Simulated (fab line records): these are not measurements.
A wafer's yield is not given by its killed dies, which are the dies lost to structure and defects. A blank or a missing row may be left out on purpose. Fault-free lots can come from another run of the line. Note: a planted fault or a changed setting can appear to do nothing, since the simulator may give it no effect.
fab line records + flow nand_harc
[record]
- lots = 12
- wafers = 36
- last_day = 32
route steps=1302 shown P_GATE@175 P_CONTACT@240 END@1302
lots that met no fault: from a run of the same line without faults
start_h: start of the lot's first displayed wafer, in hours after the record's first day + wait_h: hours from the lot's prior step to this one + " repeats the value in the row above + L1.1+2: a single row standing in for several wafers + - no value present, or no start provided + * or withheld: withheld + < > ~ a bound
route shown NAME@n: NAME is a module with steps in the file, n the number in the route of the first one + usual: mean/standard deviation of fault-free wafers + same: alike in all rows + chamber/n: place in a boat + sites: the reading at each site + _std_site: standard deviation of those values + _edge_site: outer sites' mean less inner sites' + radius_mm: how far each site lies from the wafer's centre + mask NAME#n: copy n + behind: the last tool/chamber to shape the wafer + hold: what put the lot on hold/how long, in hours/how the hold closed + device: transistor that didn't switch, given as n, p or np + end of line: the route-end tests of the same wafers + step lacking rows: just its recipe + killed: at the first sort, the dies lost to defects and structure; wafer yield is something else + map: shows each die of a wafer: x if killed, . if not, _ if none is there
set.NAME: the setting the step ran with; set.NAME@STEP: the setting that earlier step ran with + model.NAME: the simulator's own value behind a step, which no gauge read
route steps across a sampled set of lots; one table per step, one row per wafer
services: the hour from which a tool's chamber was out of use, counted from the record's first day as start_h (under 0 if before that day), plus the number of hours and why
[[steps]]
[step NHARC_P_GATE_STRIP_75]
[recipe]
- power_w = 1500
- temp_c = 250
- chemistry = O2
[usual]
- drypump_motor_current_A = 6.0/0.31
- heater_power_w = 326/31
| lot.wafer | tool            | chamber | start_h | wait_h | drypump_motor_current_A | heater_power_w | rf_hours_counter_h |
|-----------|-----------------|---------|---------|--------|-------------------------|----------------|--------------------|
| L174.2    | plasma_asher-02 | 1       | 116.27  | 0.3    | 5.9                     | 339            | 8                  |
| L174.3    | "               | 1       | "       | "      | 5.9                     | 339            | -                  |
| L174.4    | "               | 0       | "       | "      | 5.4                     | 374            | -                  |
| L178.3    | plasma_asher-02 | 0       | 144.70  | 0.2    | 5.4                     | 372            | -                  |
| L178.4    | "               | 1       | "       | "      | 5.9                     | 334            | -                  |
| L178.6    | "               | 1       | "       | "      | 5.9                     | 333            | -                  |
| L179.1    | plasma_asher-02 | 1       | 155.40  | 0.2    | 5.9                     | 341            | 18                 |
| L179.3    | "               | 0       | "       | "      | 5.4                     | 364            | -                  |
| L179.6    | "               | 0       | "       | "      | 5.4                     | 372            | -                  |
| L180.2    | plasma_asher-02 | 1       | 172.23  | 0.2    | 5.9                     | 336            | 20                 |
| L180.3    | "               | 1       | "       | "      | 5.9                     | 327            | -                  |
| L180.5    | "               | 0       | "       | "      | 5.5                     | 372            | -                  |
| L181.1    | plasma_asher-01 | 1       | 178.58  | 0.3    | 6.2                     | 285            | 2                  |
| L181.3    | "               | 0       | "       | "      | 6.2                     | 336            | -                  |
| L181.5    | "               | 0       | "       | "      | 6.3                     | 337            | -                  |
| L182.2    | plasma_asher-01 | 0       | 189.13  | 0.2    | 6.3                     | 341            | 5                  |
| L182.4    | "               | 1       | "       | "      | 6.2                     | 283            | -                  |
| L182.5    | "               | 1       | "       | "      | 6.2                     | 283            | -                  |
| L184.1    | plasma_asher-01 | 1       | 206.31  | 0.2    | 6.2                     | 283            | 6                  |
| L184.4    | "               | 0       | "       | "      | 6.3                     | 337            | -                  |
| L184.3    | "               | 1       | "       | "      | 6.2                     | 278            | -                  |
| L187.1    | plasma_asher-01 | 1       | 234.48  | 0.2    | 6.2                     | 288            | 14                 |
| L187.4    | "               | 0       | "       | "      | 6.2                     | 337            | -                  |
| L187.6    | "               | 1       | "       | "      | 6.3                     | 285            | -                  |
| L190.4    | plasma_asher-01 | 0       | 272.90  | 0.2    | 6.2                     | 344            | -                  |
| L190.3    | "               | 1       | "       | "      | 6.3                     | 285            | -                  |
| L190.5    | "               | 0       | "       | "      | 6.3                     | 345            | -                  |
| L194.1    | plasma_asher-02 | 0       | 308.94  | 0.3    | 5.4                     | 361            | 9                  |
| L194.3    | "               | 0       | "       | "      | 5.4                     | 365            | -                  |
| L194.4    | "               | 1       | "       | "      | 5.9                     | 346            | -                  |
| L195.2    | plasma_asher-02 | 1       | 321.55  | 0.2    | 5.9                     | 340            | 12                 |
| L195.3    | "               | 1       | "       | "      | 5.9                     | 340            | -                  |
| L195.5    | "               | 1       | "       | "      | 5.9                     | 340            | -                  |
| L197.1    | plasma_asher-01 | 0       | 338.72  | 0.3    | 6.3                     | 335            | 38                 |
| L197.3    | "               | 0       | "       | "      | 6.3                     | 342            | -                  |
| L197.4    | "               | 1       | "       | "      | 6.2                     | 285            | -                  |
[step NHARC_P_GATE_CD_MEAS_59]
[recipe]
- target_cd_nm = 720
- landing_energy_ev = 500
[usual]
- cd_nm = 721.7/2.1
| lot.wafer | tool      | chamber | start_h | wait_h | cd_nm |
|-----------|-----------|---------|---------|--------|-------|
| L174.2    | cd_sem-02 | 0       | 117.07  | -      | 722.0 |
| L174.3    | "         | 0       | "       | "      | 723.3 |
| L174.4    | "         | 0       | "       | "      | 721.8 |
| L178.3    | cd_sem-02 | 0       | 145.49  | -      | 724.0 |
| L178.4    | "         | 0       | "       | "      | 718.9 |
| L178.6    | "         | 0       | "       | "      | 720.2 |
| L179.1    | cd_sem-01 | 0       | 156.36  | -      | 719.6 |
| L179.3    | "         | 0       | "       | "      | 721.1 |
| L179.6    | "         | 0       | "       | "      | 723.8 |
| L180.2    | cd_sem-02 | 0       | 173.15  | -      | 721.8 |
| L180.3    | "         | 0       | "       | "      | 721.5 |
| L180.5    | "         | 0       | "       | "      | 723.4 |
| L181.1    | cd_sem-03 | 0       | 179.51  | -      | 716.8 |
| L181.3    | "         | 0       | "       | "      | 720.3 |
| L181.5    | "         | 0       | "       | "      | 719.0 |
| L182.2    | cd_sem-02 | 0       | 190.06  | -      | 722.3 |
| L182.4    | "         | 0       | "       | "      | 724.1 |
| L182.5    | "         | 0       | "       | "      | 722.6 |
| L184.1    | cd_sem-02 | 0       | 207.10  | -      | 722.5 |
| L184.3    | "         | 0       | "       | "      | 721.1 |
| L184.4    | "         | 0       | "       | "      | 725.0 |
| L187.1    | cd_sem-02 | 0       | 235.39  | -      | 726.4 |
| L187.4    | "         | 0       | "       | "      | 723.5 |
| L187.6    | "         | 0       | "       | "      | 721.4 |
| L190.3    | cd_sem-01 | 0       | 273.68  | -      | 723.7 |
| L190.4    | "         | 0       | "       | "      | 719.9 |
| L190.5    | "         | 0       | "       | "      | 722.2 |
| L194.1    | cd_sem-03 | 0       | 309.73  | -      | 717.0 |
| L194.3    | "         | 0       | "       | "      | 717.9 |
| L194.4    | "         | 0       | "       | "      | 722.4 |
| L195.2    | cd_sem-02 | 0       | 322.35  | -      | 723.1 |
| L195.3    | "         | 0       | "       | "      | 719.8 |
| L195.5    | "         | 0       | "       | "      | 722.2 |
| L197.1    | cd_sem-02 | 0       | 339.52  | -      | 720.2 |
| L197.3    | "         | 0       | "       | "      | 722.0 |
| L197.4    | "         | 0       | "       | "      | 722.3 |
[step NHARC_P_GATE_RTA_82]
[recipe]
- temp_c = 450
- time_s = 30
[usual]
- lamp_power_pct = 3.90/0.24
- wafer_temp_C_max = 452.1/0.61
| lot.wafer | tool          | chamber | start_h | wait_h | lamp_power_pct | wafer_temp_C_max |
|-----------|---------------|---------|---------|--------|----------------|------------------|
| L174.2    | rtp_anneal-01 | 0       | 121.75  | -      | 4.13           | 451.9            |
| L174.3    | "             | 0       | "       | "      | 4.13           | 451.6            |
| L174.4    | "             | 0       | "       | "      | 4.14           | 451.5            |
| L178.3    | rtp_anneal-01 | 0       | 150.13  | -      | 4.14           | 452.1            |
| L178.4    | "             | 0       | "       | "      | 4.13           | 451.5            |
| L178.6    | "             | 0       | "       | "      | 4.13           | 451.2            |
| L179.1    | rtp_anneal-01 | 0       | 160.98  | -      | 4.14           | 451.6            |
| L179.3    | "             | 0       | "       | "      | 4.13           | 452.0            |
| L179.6    | "             | 0       | "       | "      | 4.13           | 451.6            |
| L180.2    | rtp_anneal-02 | 0       | 177.92  | -      | 3.67           | 452.2            |
| L180.3    | "             | 0       | "       | "      | 3.66           | 452.3            |
| L180.5    | "             | 0       | "       | "      | 3.66           | 451.6            |
| L181.1    | rtp_anneal-01 | 0       | 184.16  | -      | 4.13           | 451.7            |
| L181.3    | "             | 0       | "       | "      | 4.13           | 451.0            |
| L181.5    | "             | 0       | "       | "      | 4.13           | 451.6            |
| L182.2    | rtp_anneal-01 | 0       | 194.69  | -      | 4.14           | 451.7            |
| L182.4    | "             | 0       | "       | "      | 4.14           | 451.9            |
| L182.5    | "             | 0       | "       | "      | 4.13           | 451.9            |
| L184.1    | rtp_anneal-01 | 0       | 211.59  | -      | 4.13           | 451.9            |
| L184.3    | "             | 0       | "       | "      | 4.13           | 451.4            |
| L184.4    | "             | 0       | "       | "      | 4.14           | 451.4            |
| L187.1    | rtp_anneal-01 | 0       | 240.14  | -      | 4.13           | 452.4            |
| L187.4    | "             | 0       | "       | "      | 4.14           | 451.3            |
| L187.6    | "             | 0       | "       | "      | 4.14           | 451.3            |
| L190.3    | rtp_anneal-02 | 0       | 278.31  | -      | 3.66           | 452.1            |
| L190.4    | "             | 0       | "       | "      | 3.67           | 452.0            |
| L190.5    | "             | 0       | "       | "      | 3.66           | 452.8            |
| L194.1    | rtp_anneal-02 | 0       | 314.33  | -      | 3.66           | 452.8            |
| L194.3    | "             | 0       | "       | "      | 3.66           | 452.8            |
| L194.4    | "             | 0       | "       | "      | 3.67           | 452.7            |
| L195.2    | rtp_anneal-01 | 0       | 327.13  | -      | 4.13           | 451.6            |
| L195.3    | "             | 0       | "       | "      | 4.13           | 451.8            |
| L195.5    | "             | 0       | "       | "      | 4.13           | 451.5            |
| L197.1    | rtp_anneal-02 | 0       | 344.27  | -      | 3.67           | 453.4            |
| L197.3    | "             | 0       | "       | "      | 3.66           | 452.6            |
| L197.4    | "             | 0       | "       | "      | 3.66           | 452.4            |
[step NHARC_P_GATE_INSPECT_68]
[usual]
- raw_defect_count = 207/95
| lot.wafer | tool              | chamber | start_h | wait_h | raw_defect_count |
|-----------|-------------------|---------|---------|--------|------------------|
| L174.2    | defect_inspect-02 | -       | 121.92  | 0.1    | 526              |
| L174.3    | "                 | -       | "       | "      | 210              |
| L174.4    | "                 | -       | "       | "      | 168              |
| L178.3    | defect_inspect-02 | -       | 150.27  | 0.1    | 239              |
| L178.4    | "                 | -       | "       | "      | 171              |
| L178.6    | "                 | -       | "       | "      | 183              |
| L179.1    | defect_inspect-01 | -       | 161.18  | 0.2    | 166              |
| L179.3    | "                 | -       | "       | "      | 158              |
| L179.6    | "                 | -       | "       | "      | 189              |
| L180.2    | defect_inspect-01 | -       | 178.08  | 0.1    | 135              |
| L180.3    | "                 | -       | "       | "      | 122              |
| L180.5    | "                 | -       | "       | "      | 166              |
| L181.1    | defect_inspect-02 | -       | 184.35  | 0.2    | 147              |
| L181.3    | "                 | -       | "       | "      | 217              |
| L181.5    | "                 | -       | "       | "      | 260              |
| L182.2    | defect_inspect-01 | -       | 194.85  | 0.1    | 108              |
| L182.4    | "                 | -       | "       | "      | 146              |
| L182.5    | "                 | -       | "       | "      | 282              |
| L184.1    | defect_inspect-02 | -       | 211.78  | 0.2    | 230              |
| L184.3    | "                 | -       | "       | "      | 209              |
| L184.4    | "                 | -       | "       | "      | 253              |
| L187.1    | defect_inspect-02 | -       | 240.51  | 0.3    | 1293             |
| L187.4    | "                 | -       | "       | "      | 226              |
| L187.6    | "                 | -       | "       | "      | 1350             |
| L190.3    | defect_inspect-01 | -       | 278.45  | 0.1    | 1178             |
| L190.4    | "                 | -       | "       | "      | 152              |
| L190.5    | "                 | -       | "       | "      | 200              |
| L194.1    | defect_inspect-01 | -       | 314.52  | 0.2    | 738              |
| L194.3    | "                 | -       | "       | "      | 411              |
| L194.4    | "                 | -       | "       | "      | 607              |
| L195.2    | defect_inspect-02 | -       | 327.30  | 0.1    | 245              |
| L195.3    | "                 | -       | "       | "      | 199              |
| L195.5    | "                 | -       | "       | "      | 171              |
| L197.1    | defect_inspect-01 | -       | 344.46  | 0.2    | 270              |
| L197.3    | "                 | -       | "       | "      | 359              |
| L197.4    | "                 | -       | "       | "      | 397              |
[step NHARC_P_CONTACT_ETCH_31]
[recipe]
- target_depth_a = 300
- time_s = 85.7
- ion_energy_ev = 120
- over_etch_frac = 1
- ch3f_flow_sccm = 50
- o2_flow_sccm = 30
- ar_flow_sccm = 200
- rf_w = 500
- bias_w = 100
- chemistry = CH3F/O2
[usual]
- drypump_motor_current_A = 5.7/0.35
- mfc_ar_sccm = 200.0/0.61
- oes_product_au = 0.979/0.013
- rf_vpp_V = 244.4/1.5
- showerhead_plenum_p_Torr = 2.46/0.095
- throttle_valve_pct = 20.663/0.0082
| lot.wafer | tool        | chamber | start_h | wait_h | drypump_motor_current_A | mfc_ar_sccm | oes_product_au | rf_hours_counter_h | rf_vpp_V | showerhead_plenum_p_Torr | throttle_valve_pct |
|-----------|-------------|---------|---------|--------|-------------------------|-------------|----------------|--------------------|----------|--------------------------|--------------------|
| L174.3    | rie_diel-08 | 1       | -       | -      | 5.6                     | 200.1       | 0.955          | 2.3                | 243.3    | 2.35                     | 20.671             |
| L174.2    | "           | 3       | "       | "      | 6.4                     | 200.0       | 0.982          | 2.5                | 243.5    | 2.43                     | 20.677             |
| L174.4    | "           | 0       | "       | "      | 5.6                     | 200.0       | 0.979          | 2.6                | 244.5    | 2.41                     | 20.663             |
| L178.3    | rie_diel-02 | 1       | -       | -      | 5.5                     | 200.1       | 0.964          | 5.6                | 244.9    | 2.47                     | 20.652             |
| L178.4    | "           | 2       | "       | "      | 5.5                     | 201.6       | 0.984          | 5.6                | 245.1    | 2.51                     | 20.654             |
| L178.6    | "           | 1       | "       | "      | 5.5                     | 200.0       | 0.971          | -                  | 244.3    | 2.47                     | 20.654             |
| L179.3    | rie_diel-02 | 0       | -       | -      | 5.6                     | 200.2       | 0.994          | 6.2                | 245.2    | 2.52                     | 20.669             |
| L179.1    | "           | 2       | "       | "      | 5.5                     | 200.5       | 0.983          | 6.5                | 245.7    | 2.51                     | 20.654             |
| L179.6    | "           | 3       | "       | "      | 6.0                     | 199.4       | 0.984          | -                  | 244.5    | 2.41                     | 20.669             |
| L180.3    | rie_diel-05 | 2       | -       | -      | 6.0                     | 198.6       | 0.987          | 2.3                | 246.3    | 2.51                     | 20.659             |
| L180.2    | "           | 1       | "       | "      | 5.3                     | 200.7       | 0.962          | 2.7                | 243.9    | 2.34                     | 20.665             |
| L180.5    | "           | 2       | "       | "      | 6.0                     | 199.3       | 0.980          | -                  | 245.0    | 2.51                     | 20.664             |
| L181.3    | rie_diel-05 | 2       | -       | -      | 5.9                     | 200.1       | 0.978          | 2.7                | 245.6    | 2.51                     | 20.666             |
| L181.1    | "           | 3       | "       | "      | 5.0                     | 200.3       | 0.956          | 3.5                | 242.1    | 2.34                     | 20.673             |
| L181.5    | "           | 2       | "       | "      | 5.9                     | 199.9       | 0.976          | -                  | 245.6    | 2.51                     | 20.664             |
| L182.2    | rie_diel-05 | 3       | -       | -      | 5.0                     | 199.5       | 0.962          | 4.1                | 243.4    | 2.34                     | 20.663             |
| L182.4    | "           | 1       | "       | "      | 5.3                     | 199.9       | 0.973          | 3.4                | 242.0    | 2.34                     | 20.671             |
| L182.5    | "           | 3       | "       | "      | 5.0                     | 199.3       | 0.970          | -                  | 243.3    | 2.34                     | 20.678             |
| L184.3    | rie_diel-05 | 3       | -       | -      | 5.0                     | 198.8       | 0.949          | 4.7                | 243.9    | 2.34                     | 20.664             |
| L184.4    | "           | 0       | "       | "      | 6.0                     | 199.6       | 0.953          | 4.3                | 245.7    | 2.64                     | 20.659             |
| L184.1    | "           | 1       | "       | "      | 5.3                     | 199.1       | 0.945          | 3.9                | 241.5    | 2.34                     | 20.669             |
| L187.4    | rie_diel-05 | 1       | -       | -      | 5.3                     | 200.2       | 0.997          | 0.5                | 242.5    | 2.34                     | 20.657             |
| L187.1    | "           | 3       | "       | "      | 5.0                     | 200.6       | 0.963          | 0.4                | 242.2    | 2.34                     | 20.655             |
| L187.6    | "           | 2       | "       | "      | 6.0                     | 199.9       | 0.995          | -                  | 245.3    | 2.51                     | 20.669             |
| L190.4    | rie_diel-02 | 3       | -       | -      | 6.0                     | 200.4       | 0.983          | 2.2                | 244.6    | 2.41                     | 20.655             |
| L190.3    | "           | 1       | "       | "      | 5.5                     | 200.4       | 0.985          | 2.5                | 244.5    | 2.47                     | 20.645             |
| L190.5    | "           | 3       | "       | "      | 6.0                     | 199.3       | 0.965          | -                  | 243.3    | 2.41                     | 20.666             |
| L194.3    | rie_diel-02 | 3       | -       | -      | 5.9                     | 199.8       | 0.978          | 4.5                | 243.7    | 2.41                     | 20.645             |
| L194.1    | "           | 0       | "       | "      | 5.6                     | 200.3       | 1.005          | 4.9                | 243.5    | 2.52                     | 20.661             |
| L194.4    | "           | 3       | "       | "      | 5.9                     | 199.1       | 0.984          | -                  | 244.3    | 2.41                     | 20.668             |
| L195.2    | rie_diel-08 | 0       | -       | -      | 5.6                     | 198.9       | 0.988          | 3.2                | 243.5    | 2.40                     | 20.666             |
| L195.3    | "           | 1       | "       | "      | 5.6                     | 200.1       | 0.974          | 3.1                | 242.8    | 2.35                     | 20.674             |
| L195.5    | "           | 0       | "       | "      | 5.6                     | 199.7       | 0.987          | -                  | 244.9    | 2.40                     | 20.676             |
| L197.4    | rie_diel-08 | 0       | -       | -      | 5.6                     | 200.6       | 0.981          | 3.9                | 243.9    | 2.40                     | 20.657             |
| L197.3    | "           | 1       | "       | "      | 5.6                     | 199.9       | 0.944          | 3.9                | 243.7    | 2.35                     | 20.659             |
| L197.1    | "           | 2       | "       | "      | 5.6                     | 200.5       | 0.950          | 3.6                | 245.4    | 2.62                     | 20.664             |
[step NHARC_END_SORT_01]
[recipe]
- temp_c = 25
[usual]
- killed_at_array = 54/12
- killed_at_other = 0.7/1.1
- killed_at_periphery = 3.9/2.8
- killed_dies = 59/13
- killed_open = 3.4/2
- killed_short = 2.5/1.7
[same]
- gross_dies = 677
| lot.wafer | tool      | chamber | start_h | wait_h | killed_at_array | killed_at_other | killed_at_periphery | killed_dies | killed_open | killed_short |
|-----------|-----------|---------|---------|--------|-----------------|-----------------|---------------------|-------------|-------------|--------------|
| L187.1    | prober-02 | 0       | 680.23  | 2.5    | 34              | 0               | 104                 | 138         | 2           | 3            |
| L187.4    | prober-02 | 0       | 682.61  | 3.4    | 44              | 4               | 4                   | 52          | 3           | 5            |
| L187.6    | prober-02 | 0       | 684.19  | 4.0    | 28              | 0               | 105                 | 133         | 3           | 2            |
| L190.3    | prober-02 | 0       | 728.85  | 3.1    | 56              | 0               | 96                  | 152         | 1           | 2            |
| L190.4    | prober-02 | 0       | 729.65  | 3.4    | 51              | 2               | 0                   | 53          | 2           | 2            |
| L190.5    | prober-02 | 0       | 730.45  | 3.7    | 64              | 0               | 2                   | 66          | 6           | 1            |
// killed by level:class
L187.1 P_GATE:unspecified=103 A_CHANNEL_HOLE_D2:chamber_film_flake=19 A_CHANNEL_HOLE_D1:chamber_film_flake=5 A_STAIRCASE:chamber_film_flake=3 A_CHANNEL_HOLE_D1:geometric_particle:short=1 A_CHANNEL_FILL_D2:geometric_particle:short=1 A_SGD_CUT:geometric_particle:open=1 A_WL_FILL:geometric_particle:short=1
L187.4 A_CHANNEL_HOLE_D2:chamber_film_flake=19 A_CHANNEL_HOLE_D1:chamber_film_flake=7 A_SLIT:chamber_film_flake=7 P_CONTACT:chamber_film_flake=3 THIN_TSV:chamber_film_flake=3 A_CHANNEL_FILL_D1:geometric_particle:short=2 A_STAIRCASE:chamber_film_flake=2 P_BONDPAD:geometric_particle:open=1
L187.6 P_GATE:unspecified=100 A_CHANNEL_HOLE_D2:chamber_film_flake=13 A_CHANNEL_HOLE_D1:chamber_film_flake=6 P_CONTACT:chamber_film_flake=3 A_SLIT:chamber_film_flake=3 A_WL_FILL:chamber_film_flake=2 P_M1:geometric_particle:open=1 A_ONON_D1:geometric_particle:short=1
L190.3 P_GATE:unspecified=96 A_SLIT:chamber_film_flake=24 A_CHANNEL_HOLE_D2:chamber_film_flake=15 A_CHANNEL_HOLE_D1:chamber_film_flake=10 A_CONTACT:chamber_film_flake=2 A_ONON_D1:geometric_particle:short=1 A_ONON_D1:geometric_particle:open=1 A_SGD_CUT:geometric_particle:short=1
L190.4 A_SLIT:chamber_film_flake=15 A_CHANNEL_HOLE_D2:chamber_film_flake=12 A_CHANNEL_HOLE_D1:chamber_film_flake=10 A_CONTACT:chamber_film_flake=3 A_CHANNEL_FILL_D1:chamber_film_flake=3 A_STAIRCASE:chamber_film_flake=2 A_WL_FILL:chamber_film_flake=2 THIN_TSV:chamber_film_flake=2
L190.5 A_SLIT:chamber_film_flake=33 A_CHANNEL_HOLE_D2:chamber_film_flake=14 A_CHANNEL_HOLE_D1:chamber_film_flake=4 A_CONTACT:chamber_film_flake=4 P_GATE:geometric_particle:open=1 A_DECK1_JOINT:geometric_particle:open=1 A_ONON_D2:geometric_particle:open=1 A_WL_FILL:geometric_particle:open=1
[[services]]
| tool            | chamber | start_h | hours | kind       |
|-----------------|---------|---------|-------|------------|
| rie_diel-08     | 2       | 105.58  | 6.3   | repair     |
| rie_diel-02     | 2       | 129.64  | 6.4   | repair     |
| rie_diel-08     | 1       | 139.27  | 3.9   | repair     |
| plasma_asher-01 | -       | 165.07  | 9.0   | pm         |
| plasma_asher-01 | 0       | 165.07  | 9.0   | vent_cycle |
| plasma_asher-01 | 1       | 165.07  | 9.0   | vent_cycle |
| plasma_asher-01 | 0       | 174.07  | -     | clean      |
| plasma_asher-01 | 1       | 174.07  | -     | clean      |
| rie_diel-08     | -       | 190.80  | 9.0   | pm         |
| rie_diel-02     | -       | 216.70  | 9.0   | pm         |
| rie_diel-05     | -       | 229.60  | 9.0   | pm         |
| plasma_asher-02 | -       | 244.99  | 0.8   | repair     |
| plasma_asher-02 | -       | 249.00  | 9.0   | pm         |
| plasma_asher-02 | 0       | 249.00  | 9.0   | vent_cycle |
| plasma_asher-02 | 1       | 249.00  | 9.0   | vent_cycle |
| rie_diel-08     | 2       | 257.98  | 5.4   | repair     |
| plasma_asher-02 | 0       | 258.00  | -     | clean      |
| plasma_asher-02 | 1       | 258.00  | -     | clean      |
| plasma_asher-02 | -       | 282.36  | 2.7   | repair     |
| rie_diel-05     | 1       | 306.42  | 2.3   | repair     |
| rie_diel-02     | 1       | 311.72  | 13.4  | repair     |
| plasma_asher-01 | -       | 342.53  | 9.0   | pm         |
| plasma_asher-01 | 0       | 342.53  | 9.0   | vent_cycle |
| plasma_asher-01 | 1       | 342.53  | 9.0   | vent_cycle |
[[key]]
[first_sign]
- step = NHARC_P_GATE_INSPECT_68
- reading = raw_defect_count
- direction = up
- sigmas = 11
- usual = 207
- struck = 1274
[effect]
- step = NHARC_END_SORT_01
- reading = killed_at_periphery
- direction = up
- sigmas = 35
- usual = 3.9
- struck = 101.7
[more_kills_born_at]
- NHARC_P_GATE_STRIP_75@plasma_asher-01 = 299
met_at NHARC_P_GATE_STRIP_75
struck_lots L187,L190
struck_wafers L187.1,L187.6,L190.3
tester_left_out L187,L190
not_acting_at NHARC_P_GATE_CD_MEAS_59,NHARC_P_GATE_RTA_82,NHARC_P_CONTACT_ETCH_31
onset_between 206.31 234.48
[fault]
- kind = chamber_particle_source
- tool = plasma_asher-01
- chamber = 1
- onset_h = 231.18
- steps = NHARC_P_GATE_STRIP_75
- rate_per_visit_cm2 = 1.6016
- end_h = 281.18
// tester_left_out: of these lots the tester's yield and bins aren't shown, on N5 and GAA mostly nor the transistor test; their killed dies are dies lost to structure and defects alone, not to doping, threshold or leakage, so they don't give the yield
